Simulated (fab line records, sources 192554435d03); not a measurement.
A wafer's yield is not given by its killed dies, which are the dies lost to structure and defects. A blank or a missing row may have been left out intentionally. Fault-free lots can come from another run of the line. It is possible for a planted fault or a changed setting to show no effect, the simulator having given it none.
Matching of chambers -- flow n5_finfet -- 4 sister chambers for N5_BEOL_M2_DESCUM_16 on rie_diel-05
The step chemistry O2, time 7 s. 20 wafers are shown with their chamber, then 10 later ones without.

== WAFERS PAIRED WITH THEIR CHAMBERS ==
wafer,chamber,drypump_motor_current_A (A),throttle_valve_pct (%),showerhead_plenum_p_Torr (Torr)
L078.1,3,6.3,20.0,2.08
L078.3,1,5.6,20.7,2.05
L078.5,0,4.7,20.1,2.14
L083.1,2,5.7,20.7,2.07
L083.2,0,4.7,20.1,2.14
L083.3,3,6.3,20.0,2.07
L082.1,1,5.6,20.7,2.05
L082.4,3,6.3,20.0,2.07
L082.5,0,4.7,20.1,2.14
L087.1,0,4.7,20.2,2.13
L087.2,3,6.3,20.1,2.07
L087.3,2,5.7,20.7,2.06
L087.4,1,5.6,20.7,2.04
L087.5,3,6.3,20.1,2.07
L087.6,0,4.7,20.2,2.13
L091.2,2,5.7,20.7,2.06
L091.5,0,4.7,20.2,2.13
L091.6,3,6.3,20.1,2.07
L092.1,2,5.8,20.7,2.06
L092.2,3,6.3,20.1,2.07

SIGNATURES (averages over the wafers above)
reading,chamber 0,chamber 1,chamber 2,chamber 3,scatter within a chamber
drypump_motor_current_A,4.700,5.600,5.725,6.300,0.0217
throttle_valve_pct,20.150,20.700,20.700,20.057,0.0448
showerhead_plenum_p_Torr,2.1350,2.0467,2.0625,2.0714,0.00486
Rule: for each reading, subtract the chamber's mean from the wafer's reading, divide by that reading's scatter and square the result; add these up over the readings and take the root, which gives the wafer's distance from the chamber. The wafer belongs to the nearest chamber; if the next one is less than 2 further off, it can't be placed. The scatter: take each reading less its chamber's mean, square it, sum over the shown wafers, divide by the number of wafers less the number of chambers, and take the root.

== WAFERS WITHOUT THEIR CHAMBER ==
wafer,drypump_motor_current_A (A),throttle_valve_pct (%),showerhead_plenum_p_Torr (Torr)
L092.3,5.6,20.7,2.04
L092.4,4.7,20.2,2.13
L092.5,6.3,20.1,2.07
L092.6,4.7,20.2,2.13
L094.3,5.6,20.8,2.04
L094.4,5.6,20.7,2.04
L094.5,4.7,20.2,2.13
L095.1,5.6,20.7,2.04
L095.4,6.3,20.1,2.06
L095.6,5.6,20.7,2.04

== THE CHAMBER EACH PASSED THROUGH ==
wafer,from the rows above,in truth
L092.3,1,1
L092.4,0,0
L092.5,3,3
L092.6,0,0
L094.3,1,1
L094.4,1,1
L094.5,0,0
L095.1,1,1
L095.4,3,3
L095.6,1,1
Correct placement for 10 of the 10. From these rows, 0 cannot be placed. 0 placed wrongly.
